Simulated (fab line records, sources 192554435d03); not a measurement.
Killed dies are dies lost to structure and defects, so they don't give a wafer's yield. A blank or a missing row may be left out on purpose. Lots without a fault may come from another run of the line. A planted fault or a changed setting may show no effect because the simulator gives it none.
fab line records | flow n5_finfet
record lots=7 wafers=39
route steps=1938 shown FIN_SAQP@134 SD_EPI_N@288 SD_ACTIVATION@330 HKMG_FIN@429 MOL_CONTACT_COAG@605 BEOL_M1@770
start_h: hours from the record's first day to the start of the lot's first wafer shown | wait_h: hours since the lot's step before | " the same as in the row above | L1.1+2: a row that stands for several wafers | - no value, or no start given | * or withheld: withheld | < > ~ a bound
route shown NAME@n: a module of which the file shows steps, and the number in the route of the first | usual: mean/standard deviation of fault-free wafers | same: alike in all rows | chamber/n: place in a boat | sites: the reading at each site | _std_site: their standard deviation | _edge_site: outer sites' mean less inner sites' | radius_mm: how far each site lies from the wafer's centre | mask NAME#n: copy n | behind: the tool/chamber that last shaped the wafer | hold: why the lot was held/for how many hours/how that ended | device: the transistor (n, p or np) that didn't switch | end of line: the same wafers' tests at the end of the route | a step without rows: its recipe alone | killed: dies lost to structure and defects at the first sort, not the wafer's yield | map: a wafer's dies, x killed, . not, _ none there
set.NAME: the setting as run; set.NAME@STEP: as run at that earlier step | model.NAME: the simulator's own value behind a step, which no gauge read
lots whose settings were changed on purpose; a table a step, a row a wafer
## steps
# step N5_FIN_SAQP_ETCH_69
# recipe chemistry=N2/H2 target=SOC target_depth_a=1500 stop_on=SiNx ion_energy_ev=100 bias_w=61 pressure_mtorr=30 source_w=850 n2_flow_sccm=200 h2_flow_sccm=200
# columns lot.wafer tool chamber start_h wait_h set.target_depth_a model.SOC_of_FIN_SAQP_COAT_68.thk_nm model.etch.depth_nm
L074.1 rie_diel-04 3 25.27 - 1500 2.2 55
L074.2 " 0 " " 1500 4.8 54.55
L074.3 " 2 " " 1500 0.2 55
L074.4 " 1 " " 1500 3.8 55
L074.5 " 1 " " 1500 4.4 55
L074.6 " 0 " " 1500 4.2 54.9
L075.1 rie_diel-02 2 33.07 - 1500 4.2 55
L075.2 " 1 " " 1500 7 53.5
L075.3 " 0 " " 1500 4.4 55
L075.4 " 1 " " 1500 7.6 53.12
L075.5 " 0 " " 1500 4.4 54.96
L075.6 " 2 " " 1500 4 55
L080.1 rie_diel-05 0 62.27 - 1500 6.4 53.96
L080.2 " 1 " " 1500 5.8 54.55
L080.3 " 3 " " 906.1 43.6 32.69
L080.4 " 2 " " 1500 5 55
L080.5 " 3 " " 906.1 44 32.52
L080.6 " 2 " " 906.1 42.8 33.08
L081.3 rie_diel-05 0 67.40 - 1500 5.6 54.17
L081.4 " 2 " " 1500 4.8 54.64
L081.5 " 3 " " 1500 5.2 54.42
L082.1+2+4 rie_diel-02 0,2,3 73.69 - 2257 0 55
L082.3 " 1 " " 1500 9.2 52.41
L082.5 " 0 " " 1500 6 54.16
L082.6 " 3 " " 1500 7.2 53.48
L093.1 rie_diel-05 0 139.55 - 1500 7 53.72
L093.2 " 3 " " 1500 5.6 54.43
L093.3+4+6 " 1,2,0 " " 2187 0 55
L093.5 " 1 " " 1500 6 54.26
L095.1 rie_diel-02 3 151.16 - 1102 32.2 39.17
L095.2 " 2 " " 1500 6.6 54.12
L095.3 " 0 " " 1500 7.4 53.85
L095.4 " 3 " " 1102 31.6 39.56
L095.5 " 0 " " 1102 31.2 39.79
L095.6 " 2 " " 1500 5.4 54.79
# step N5_SD_EPI_N_EPI_21
# recipe material=Si:P dopant=P temp_c=680 pressure_torr=255 time_s=690
# columns lot.wafer tool chamber start_h wait_h set.epi_growth_time_s model.Si-P_of_SD_EPI_N_EPI_21.thk_nm
L074.1 epi_rpcvd-01 0 51.92 0.1 926.8 72.8
L074.2 " 0 " " 690 58.2
L074.3 " 0 " " 926.8 73
L074.4 " 0 " " 690 58.8
L074.5 " 0 " " 690 58.6
L074.6 " 0 " " 926.8 72.2
L075.1+4 epi_rpcvd-01 0 61.89 0.1 690 58.4
L075.2 " 0 " " 690 59.4
L075.3+6 " 0 " " 690 58.8
L075.5 " 0 " " 690 59.2
L081.3+4+5 epi_rpcvd-02 0 97.29 0.7 690 58.8
L080.1 epi_rpcvd-01 0 97.75 0.1 690 58.2
L080.2 " 0 " " 477.3 43.8
L080.3+6 " 0 " " 477.3 44.4
L080.4 " 0 " " 690 58.6
L080.5 " 0 " " 690 59.2
L082.1+5 epi_rpcvd-04 0 103.21 0.1 690 59
L082.2 " 0 " " 690 59.2
L082.3 " 0 " " 690 59.4
L082.4+6 " 0 " " 690 58.8
L093.1 epi_rpcvd-04 0 164.74 0.1 690 59.6
L093.2 " 0 " " 690 58.6
L093.3 " 0 " " 690 59.2
L093.4 " 0 " " 690 59.4
L093.5+6 " 0 " " 690 60
L095.1 epi_rpcvd-04 0 176.19 0.1 690 59.2
L095.2 " 0 " " 690 60.2
L095.3 " 0 " " 690 59.4
L095.4 " 0 " " 690 58.8
L095.5+6 " 0 " " 690 59.6
# step N5_SD_EPI_N_EPI_MEAS_23
# recipe mode=xrd
# usual thk_nm=58.9/1.2
# columns lot.wafer tool chamber start_h wait_h set.epi_growth_time_s@SD_EPI_N_EPI_21 thk_nm
L074.1 film_metro-01 - 53.64 1.4 926.8 71.3
L074.2 " - " " 690 55.9
L074.3 " - " " 926.8 71.7
L074.4 " - " " 690 58.4
L074.5 " - " " 690 57.4
L074.6 " - " " 926.8 71.7
L075.1 film_metro-01 - 63.61 1.4 690 59.3
L075.2 " - " " 690 59.3
L075.3 " - " " 690 58.4
L075.4 " - " " 690 56.5
L075.5 " - " " 690 59.2
L075.6 " - " " 690 57.5
L081.3 film_metro-01 - 98.45 0.9 690 59.4
L081.4 " - " " 690 58.0
L081.5 " - " " 690 60.7
L080.1 film_metro-01 - 99.47 1.4 690 57.2
L080.2 " - " " 477.3 41.7
L080.3 " - " " 477.3 45.1
L080.4 " - " " 690 59.7
L080.5 " - " " 690 60.2
L080.6 " - " " 477.3 44.3
L082.1 film_metro-02 - 104.93 1.4 690 58.8
L082.2 " - " " 690 59.3
L082.3 " - " " 690 60.7
L082.4 " - " " 690 59.8
L082.5 " - " " 690 58.2
L082.6 " - " " 690 58.0
L093.1 film_metro-01 - 166.46 1.4 690 58.7
L093.2 " - " " 690 56.7
L093.3 " - " " 690 59.1
L093.4 " - " " 690 57.4
L093.5 " - " " 690 60.6
L093.6 " - " " 690 60.4
L095.1 film_metro-01 - 177.90 1.4 690 58.1
L095.2 " - " " 690 59.7
L095.3 " - " " 690 59.5
L095.4 " - " " 690 57.5
L095.5 " - " " 690 59.6
L095.6 " - " " 690 60.5
# step N5_SD_EPI_N_PRECLEAN_24
# recipe chemistry=O3/DIW time_s=60 temp_c=22 o3_ppm=10
# columns lot.wafer tool chamber start_h wait_h set.epi_growth_time_s@SD_EPI_N_EPI_21 model.Si-P_of_SD_EPI_N_EPI_21.thk_nm
L074.1 wet_bench-02 1 53.67 0.0 926.8 72.2
L074.2 " 2 " " 690 57.8
L074.3 " 3 " " 926.8 72.4
L074.4 " 6 " " 690 58.4
L074.5 " 7 " " 690 58.2
L074.6 " 0 " " 926.8 71.6
L075.1+4 wet_bench-02 6,3 63.65 0.0 690 58
L075.2 " 2 " " 690 59
L075.3+6 " 1,4 " " 690 58.4
L075.5 " 5 " " 690 58.8
L081.3+4+5 wet_bench-04 2,1,6 98.49 0.0 690 58.4
L080.1 wet_bench-02 6 99.51 0.0 690 57.8
L080.2 " 2 " " 477.3 43.6
L080.3+6 " 3,4 " " 477.3 44
L080.4 " 5 " " 690 58.2
L080.5 " 1 " " 690 58.8
L082.1+5 wet_bench-03 1,4 104.97 0.0 690 58.6
L082.2 " 6 " " 690 58.8
L082.3 " 7 " " 690 59
L082.4+6 " 5,0 " " 690 58.4
L093.1 wet_bench-02 3 166.50 0.0 690 59.2
L093.2 " 4 " " 690 58.2
L093.3 " 7 " " 690 58.8
L093.4 " 6 " " 690 59
L093.5+6 " 5,0 " " 690 59.6
L095.1 wet_bench-03 7 177.94 0.0 690 58.8
L095.2 " 1 " " 690 59.8
L095.3 " 6 " " 690 59
L095.4 " 4 " " 690 58.4
L095.5+6 " 5,0 " " 690 59.2
# step N5_SD_EPI_N_SRD_25
# recipe time_s=30 temp_c=23 rinse_liquid=diw dry=ipa_marangoni
# step N5_SD_EPI_N_PRECLEAN_49
# recipe chemistry=NF3:NH3 afs_cycles=1 temp_c=30 time_s=20 sublimation_temp_c=180 sublimation_time_s=60 pressure_torr=3 rf_power_w=30
# step N5_SD_ACTIVATION_RTA_00
# recipe temp_c=975 time_s=0 ambient=N2 idle_temp_c=600 ramp_up_c_per_s=150 ramp_down_c_per_s=60 cool_to_c=600
# step N5_SD_ACTIVATION_LSA_01
# recipe temp_c=1080 time_s=0.0008 ambient=N2
# step N5_SD_ACTIVATION_RS_MEAS_03
# recipe thk_meas_gauge=four-point-probe
# usual RS_SD_N=21.9/0.3 RS_SD_P=56.0/0.75
# columns lot.wafer tool chamber start_h wait_h set.epi_growth_time_s@SD_EPI_N_EPI_21 RS_SD_N[ohm/sq] RS_SD_P[ohm/sq]
L074.1 film_metro-02 - 59.02 0.2 926.8 18.0 56.3
L074.2 " - " " 690 22.3 56.3
L074.3 " - " " 926.8 17.8 56.6
L074.4 " - " " 690 22.1 55.8
L074.5 " - " " 690 22.2 56.1
L074.6 " - " " 926.8 18.0 56.7
L075.1 film_metro-02 - 69.31 0.2 690 22.2 55.8
L075.2 " - " " 690 21.7 55.4
L075.3 " - " " 690 22.2 55.6
L075.4 " - " " 690 22.2 54.9
L075.5 " - " " 690 21.8 55.2
L075.6 " - " " 690 21.9 55.5
L081.3 film_metro-01 - 104.08 0.2 690 22.1 56.1
L081.4 " - " " 690 21.9 56.1
L081.5 " - " " 690 21.9 56.2
L080.1 film_metro-02 - 105.16 0.2 690 22.0 55.8
L080.2 " - " " 477.3 29.3 55.3
L080.3 " - " " 477.3 29.0 55.5
L080.4 " - " " 690 21.8 55.6
L080.5 " - " " 690 21.8 55.6
L080.6 " - " " 477.3 28.7 54.3
L082.1 film_metro-01 - 110.93 0.2 690 22.1 55.3
L082.2 " - " " 690 21.8 57.5
L082.3 " - " " 690 21.8 55.5
L082.4 " - " " 690 21.9 56.9
L082.5 " - " " 690 21.7 56.3
L082.6 " - " " 690 21.7 56.7
L093.1 film_metro-01 - 172.89 0.2 690 21.8 57.0
L093.2 " - " " 690 22.2 55.7
L093.3 " - " " 690 21.8 56.6
L093.4 " - " " 690 21.7 57.0
L093.5 " - " " 690 21.6 56.5
L093.6 " - " " 690 21.6 56.8
L095.1 film_metro-02 - 183.66 0.2 690 21.9 55.3
L095.2 " - " " 690 21.6 54.9
L095.3 " - " " 690 21.9 54.0
L095.4 " - " " 690 22.2 55.1
L095.5 " - " " 690 21.9 53.8
L095.6 " - " " 690 21.9 55.2
# step N5_HKMG_FIN_DEVELOP_11
# recipe develop_time_s=30 developer=TMAH resist=CAR-ArF dev_temp_c=23 rinse_liquid=diw dry=air_spin
# columns lot.wafer tool chamber start_h wait_h set.develop_time_s
L074.1+3+4 litho_track-03 0 - - 30
L074.2+5+6 " 0 " " 14.62
L075.1+5+6 litho_track-02 0 - - 30
L075.2+3+4 " 0 " " 15.43
L081.3+4+5 litho_track-03 0 - - 30
L080.1+2+6 litho_track-01 0 - - 30
L080.3+4+5 " 0 " " 14.64
L082.1+3+5 litho_track-03 0 - - 30
L082.2+4+6 " 0 " " 35.39
L093.1+2+4 litho_track-03 0 - - 30
L093.3+5+6 " 0 " " 36.13
L095.1+3+4 litho_track-02 0 - - 30
L095.2+5+6 " 0 " " 36.71
# step N5_HKMG_FIN_CD_MEAS_12
# recipe target_cd_nm=92.8 landing_energy_ev=500 detector=se_inlens
# usual cd_nm=92.7/0.77
# columns lot.wafer tool chamber start_h wait_h set.develop_time_s@HKMG_FIN_DEVELOP_11 cd_nm
L074.1 cd_sem-01 0 75.87 - 30 92.8
L074.2 " 0 " " 14.62 88.4
L074.3 " 0 " " 30 92.7
L074.4 " 0 " " 30 93.5
L074.5 " 0 " " 14.62 87.9
L074.6 " 0 " " 14.62 89.1
L075.1 cd_sem-01 0 86.19 - 30 92.8
L075.2 " 0 " " 15.43 89.1
L075.3 " 0 " " 15.43 89.8
L075.4 " 0 " " 15.43 89.8
L075.5 " 0 " " 30 92.9
L075.6 " 0 " " 30 92.5
L081.3 cd_sem-03 0 120.10 - 30 91.3
L081.4 " 0 " " 30 92.6
L081.5 " 0 " " 30 91.6
L080.1 cd_sem-03 0 121.88 - 30 93.8
L080.2 " 0 " " 30 94.2
L080.3 " 0 " " 14.64 90.4
L080.4 " 0 " " 14.64 90.3
L080.5 " 0 " " 14.64 90.6
L080.6 " 0 " " 30 93.8
L082.1 cd_sem-02 0 127.88 - 30 91.7
L082.2 " 0 " " 35.39 92.4
L082.3 " 0 " " 30 92.8
L082.4 " 0 " " 35.39 92.2
L082.5 " 0 " " 30 92.3
L082.6 " 0 " " 35.39 93.1
L093.1 cd_sem-02 0 189.54 - 30 92.8
L093.2 " 0 " " 30 93.0
L093.3 " 0 " " 36.13 94.8
L093.4 " 0 " " 30 92.6
L093.5 " 0 " " 36.13 93.6
L093.6 " 0 " " 36.13 93.3
L095.1 cd_sem-03 0 202.52 - 30 92.4
L095.2 " 0 " " 36.71 93.4
L095.3 " 0 " " 30 92.4
L095.4 " 0 " " 30 92.7
L095.5 " 0 " " 36.71 92.9
L095.6 " 0 " " 36.71 93.9
# step N5_MOL_CONTACT_COAG_DESCUM_45
# recipe chemistry=O2 time_s=7 source_power_w=50 bias_power_w=20 pressure_mtorr=20 rf_frequency_hz=2.712e+07 temp_c=40 resist=CAR-EUV o2_flow_sccm=225
# columns lot.wafer tool chamber start_h wait_h set.time_s model.CAR-EUV_of_MOL_CONTACT_COAG_COAT_34.thk_nm
L074.1 rie_diel-05 2 102.46 0.3 7 36
L074.2+4+6 " 3,0,1 " " 5.825 36.6
L074.3+5 " 1,0 " " 7 36.2
L075.1 rie_diel-05 0 111.05 0.1 7 35.8
L075.2 " 3 " " 7 36.2
L075.3+4+5+6 " 2,1,0,1 " " 7 36
L081.3+5 rie_diel-02 0 143.12 0.2 7 36.2
L081.4 " 3 " " 7 36
L080.1 rie_diel-02 3 147.95 0.0 7 36
L080.2+3+4 " 2,0,2 " " 5.649 36.8
L080.5+6 " 3,0 " " 7 36.2
L082.1+4+5 rie_diel-02 3,2,0 152.98 0.0 11.17 34
L082.2+6 " 0,3 " " 7 36
L082.3 " 2 " " 7 36.2
L093.1+3+5 rie_diel-05 3,0,1 215.39 0.0 7 36.2
L093.2+4+6 " 1,2,0 " " 9.889 34.8
L095.1 rie_diel-02 1 225.86 0.2 10.27 34.6
L095.2+4 " 0,2 " " 10.27 34.8
L095.3+6 " 3 " " 7 36.2
L095.5 " 2 " " 7 36.4
# step N5_MOL_CONTACT_COAG_ETCH_65
# recipe chemistry=N2/H2 target=underlayer target_depth_a=130 mask_material=CAR-EUV time_s=10.4 ion_energy_ev=200 pressure_mtorr=30 source_w=840 bias_w=150 n2_flow_sccm=200 h2_flow_sccm=200 ends=cleared
# columns lot.wafer tool chamber start_h wait_h set.time_s@MOL_CONTACT_COAG_DESCUM_45 model.CAR-EUV_of_MOL_CONTACT_COAG_COAT_34.thk_nm
L074.1 rie_diel-05 2 102.50 0.0 7 24.4
L074.2 " 3 " " 5.825 25.4
L074.3+5 " 1,0 " " 7 24.8
L074.4+6 " 0,1 " " 5.825 25.2
L075.1 rie_diel-05 0 111.08 0.0 7 24.4
L075.2 " 3 " " 7 24.8
L075.3+4+5+6 " 2,1,0,1 " " 7 24.6
L081.3 rie_diel-02 0 143.15 0.0 7 24.6
L081.4 " 3 " " 7 24.4
L081.5 " 0 " " 7 24.8
L080.1 rie_diel-02 3 147.99 0.0 7 24.4
L080.2+3+4 " 2,0,2 " " 5.649 25.4
L080.5+6 " 3,0 " " 7 24.6
L082.1+5 rie_diel-02 3,0 153.02 0.0 11.17 22.4
L082.2 " 0 " " 7 24.6
L082.3 " 2 " " 7 24.8
L082.4 " 2 " " 11.17 22.6
L082.6 " 3 " " 7 24.4
L093.1 rie_diel-05 3 215.43 0.0 7 25
L093.2+4+6 " 1,2,0 " " 9.889 23.4
L093.3+5 " 0,1 " " 7 24.8
L095.1+2 rie_diel-02 1,0 225.90 0.0 10.27 23.2
L095.3+6 " 3 " " 7 24.6
L095.4 " 2 " " 10.27 23.4
L095.5 " 2 " " 7 25
# step N5_BEOL_M1_ETCH_64
# recipe chemistry=N2/H2 target=SOC target_depth_a=750 overetch_a=150 mask_material=SiARC temp_c=40 time_s=112.5 ion_energy_ev=200 pressure_mtorr=30 source_w=840 bias_w=150 n2_flow_sccm=200 h2_flow_sccm=200
# columns lot.wafer tool chamber start_h wait_h set.time_s model.SiARC_of_BEOL_M1_COAT_62.thk_nm model.BEOL_M1.cd_offset_nm
L074.1+2+6 rie_diel-01 2,1,1 124.46 0.0 112.5 6.8 0
L074.3 " 3 " " 112.5 6.6 -0.4
L074.4 " 3 " " 112.5 6.6 -0.2
L074.5 " 2 " " 112.5 6.6 0
L075.1 rie_diel-06 3 135.01 0.0 112.5 6.8 -0.4
L075.2 " 1 " " 112.5 7 -0.2
L075.3 " 2 " " 112.5 6.8 -0.2
L075.4+5 " 0,1 " " 141 5.6 0.4
L075.6 " 0 " " 141 5.6 0.2
L081.3 rie_diel-01 2 162.76 0.0 112.5 6.6 0
L081.4 " 1 " " 112.5 6.8 0.4
L081.5 " 0 " " 112.5 6.8 0
L080.1 rie_diel-03 1 170.13 0.0 159.5 4.6 1.2
L080.2+4 " 0 " " 112.5 6.8 0
L080.3 " 2 " " 159.5 5 1.2
L080.5 " 2 " " 159.5 5 1.4
L080.6 " 1 " " 112.5 6.8 0.2
L082.1 rie_diel-01 1 171.45 0.0 67.55 8.8 -0.4
L082.2 " 2 " " 67.55 8.6 -0.8
L082.3 " 0 " " 67.55 9 -0.8
L082.4 " 2 " " 112.5 6.6 0
L082.5 " 1 " " 112.5 6.8 0.4
L082.6 " 0 " " 112.5 6.8 0.2
L093.1 rie_diel-01 1 237.37 0.0 112.5 6.8 0
L093.2+6 " 0,1 " " 112.5 6.8 -0.2
L093.3 " 3 " " 112.5 6.6 0.2
L093.4 " 2 " " 112.5 6.6 -0.2
L093.5 " 2 " " 112.5 6.6 -0.4
L095.1 rie_diel-06 3 247.52 0.0 132.3 5.8 0.8
L095.2 " 0 " " 132.3 6.2 0.4
L095.3 " 1 " " 112.5 6.8 0
L095.4 " 3 " " 112.5 6.8 0.4
L095.5 " 0 " " 132.3 6.2 0.6
L095.6 " 1 " " 112.5 7 0.2
# step N5_BEOL_M1_STRIP_65
# recipe chemistry=N2/H2 temp_c=40 n2_flow_sccm=200 h2_flow_sccm=200 rf_frequency_hz=6e+07
# step N5_BEOL_M1_STRIP_75
# recipe chemistry=N2/H2 temp_c=40 n2_flow_sccm=200 h2_flow_sccm=200 rf_frequency_hz=6e+07
# step N5_BEOL_M1_STRIP_66
# recipe chemistry=CF4 resist=SiARC power_w=300 bias_power_w=75 pressure_mtorr=50 cf4_flow_sccm=150 rf_frequency_hz=6e+07
# step N5_BEOL_M1_HM_OPEN_17
# recipe chemistry=Cl2/BCl3 target_depth_a=200 overetch_a=60 target=TiN mask_material=SOC ion_energy_ev=150 pressure_mtorr=10 icp_w=1000 bias_w=126 Cl2_flow_sccm=53.25 bcl3_flow_sccm=21.75 Ar_flow_sccm=25
# columns lot.wafer tool chamber start_h wait_h set.time_s@BEOL_M1_ETCH_64 model.etch.depth_nm
L074.1 rie_metal-03 1 124.63 0.0 112.5 20.43
L074.2 " 0 " " 112.5 20.07
L074.3 " 1 " " 112.5 20.11
L074.4 " 0 " " 112.5 20.34
L074.5 " 0 " " 112.5 20.14
L074.6 " 1 " " 112.5 20.66
L075.1 rie_metal-02 0 135.17 0.0 112.5 20.16
L075.2 " 1 " " 112.5 20.12
L075.3 " 1 " " 112.5 20
L075.4 " 0 " " 141 17.21
L075.5 " 0 " " 141 17.33
L075.6 " 1 " " 141 17.74
L081.3 rie_metal-02 0 162.96 0.1 112.5 20.77
L081.4 " 1 " " 112.5 20.27
L081.5 " 0 " " 112.5 20.64
L080.1 rie_metal-02 1 170.30 0.0 159.5 15.57
L080.2 " 0 " " 112.5 19.65
L080.3 " 0 " " 159.5 15.78
L080.4 " 1 " " 112.5 19.86
L080.5 " 0 " " 159.5 15.59
L080.6 " 1 " " 112.5 19.53
L082.1 rie_metal-01 1 171.62 0.0 67.55 20.14
L082.2 " 0 " " 67.55 19.72
L082.3 " 0 " " 67.55 19.74
L082.4 " 1 " " 112.5 20.18
L082.5 " 1 " " 112.5 20.02
L082.6 " 0 " " 112.5 19.81
L093.1 rie_metal-03 0 237.54 0.0 112.5 20.36
L093.2 " 1 " " 112.5 19.94
L093.3 " 1 " " 112.5 20.28
L093.4 " 0 " " 112.5 19.97
L093.5 " 1 " " 112.5 20.03
L093.6 " 0 " " 112.5 19.85
L095.1 rie_metal-02 1 247.69 0.0 132.3 17.43
L095.2 " 0 " " 132.3 17.49
L095.3 " 0 " " 112.5 19.79
L095.4 " 1 " " 112.5 19.77
L095.5 " 1 " " 132.3 17.34
L095.6 " 0 " " 112.5 19.84
# step N5_BEOL_M1_STRIP_19
# recipe chemistry=O2 power_w=400 temp_c=40 pressure_mtorr=30 rf_frequency_hz=6e+07 bias_power_w=0 overash_fraction=0.2 o2_flow_sccm=225
# step N5_BEOL_M1_CD_MEAS_18
# recipe pitch_nm=36 target_cd_nm=18
# usual cd_nm=18.1/0.32
# columns lot.wafer tool chamber start_h wait_h set.time_s@BEOL_M1_ETCH_64 cd_nm
L074.1 cd_sem-01 - 124.81 0.0 112.5 18.0
L074.2 " - " " 112.5 17.8
L074.3 " - " " 112.5 17.4
L074.4 " - " " 112.5 17.7
L074.5 " - " " 112.5 18.3
L074.6 " - " " 112.5 18.0
L075.1 cd_sem-02 - 135.54 0.0 112.5 17.8
L075.2 " - " " 112.5 17.6
L075.3 " - " " 112.5 17.9
L075.4 " - " " 141 18.7
L075.5 " - " " 141 18.9
L075.6 " - " " 141 18.5
L081.3 cd_sem-03 - 163.12 0.1 112.5 18.0
L081.4 " - " " 112.5 18.2
L081.5 " - " " 112.5 17.7
L080.1 cd_sem-02 - 170.48 0.0 159.5 19.2
L080.2 " - " " 112.5 18.1
L080.3 " - " " 159.5 18.9
L080.4 " - " " 112.5 18.0
L080.5 " - " " 159.5 19.7
L080.6 " - " " 112.5 18.2
L082.1 cd_sem-01 - 171.80 0.0 67.55 17.1
L082.2 " - " " 67.55 17.5
L082.3 " - " " 67.55 16.9
L082.4 " - " " 112.5 18.0
L082.5 " - " " 112.5 18.5
L082.6 " - " " 112.5 18.1
L093.1 cd_sem-03 - 237.72 0.0 112.5 18.5
L093.2 " - " " 112.5 17.9
L093.3 " - " " 112.5 18.2
L093.4 " - " " 112.5 17.8
L093.5 " - " " 112.5 17.9
L093.6 " - " " 112.5 17.9
L095.1 cd_sem-03 - 247.92 0.0 132.3 19.1
L095.2 " - " " 132.3 18.9
L095.3 " - " " 112.5 17.9
L095.4 " - " " 112.5 18.4
L095.5 " - " " 132.3 18.9
L095.6 " - " " 112.5 18.5
## key
split step=N5_FIN_SAQP_ETCH_69 setting=target_depth_a stated=1500 by=wafer
response step=N5_FIN_SAQP_ETCH_69 reading=model.SOC_of_FIN_SAQP_COAT_68.thk_nm shape=bent at_lowest=43.47 at_stated=5.348 at_highest=0
response step=N5_FIN_SAQP_ETCH_69 reading=model.etch.depth_nm shape=bent at_lowest=32.77 at_stated=54.37 at_highest=55
split step=N5_SD_EPI_N_EPI_21 setting=epi_growth_time_s stated=690 by=wafer
response step=N5_SD_EPI_N_EPI_21 reading=model.Si-P_of_SD_EPI_N_EPI_21.thk_nm change=+0.437 per=1% r=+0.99
response step=N5_SD_EPI_N_EPI_MEAS_23 reading=thk_nm change=* per=1% r=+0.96
response step=N5_SD_EPI_N_PRECLEAN_24 reading=model.Si-P_of_SD_EPI_N_EPI_21.thk_nm change=+0.433 per=1% r=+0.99
response step=N5_SD_ACTIVATION_RS_MEAS_03 reading=RS_SD_N change=-0.172 per=1% r=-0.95
split step=N5_HKMG_FIN_DEVELOP_11 setting=develop_time_s stated=30 by=wafer
response step=N5_HKMG_FIN_CD_MEAS_12 reading=cd_nm change=+0.0692 per=1% r=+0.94
split step=N5_MOL_CONTACT_COAG_DESCUM_45 setting=time_s stated=7 by=wafer
response step=N5_MOL_CONTACT_COAG_DESCUM_45 reading=model.CAR-EUV_of_MOL_CONTACT_COAG_COAT_34.thk_nm change=-0.0338 per=1% r=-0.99
response step=N5_MOL_CONTACT_COAG_ETCH_65 reading=model.CAR-EUV_of_MOL_CONTACT_COAG_COAT_34.thk_nm change=-0.035 per=1% r=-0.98
split step=N5_BEOL_M1_ETCH_64 setting=time_s stated=112.5 by=wafer
response step=N5_BEOL_M1_ETCH_64 reading=model.SiARC_of_BEOL_M1_COAT_62.thk_nm change=-0.0488 per=1% r=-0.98
response step=N5_BEOL_M1_ETCH_64 reading=model.BEOL_M1.cd_offset_nm change=+0.0249 per=1% r=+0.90
response step=N5_BEOL_M1_HM_OPEN_17 reading=model.etch.depth_nm shape=bent at_lowest=19.87 at_stated=20.1 at_highest=15.65
response step=N5_BEOL_M1_CD_MEAS_18 reading=cd_nm change=+0.0285 per=1% r=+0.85
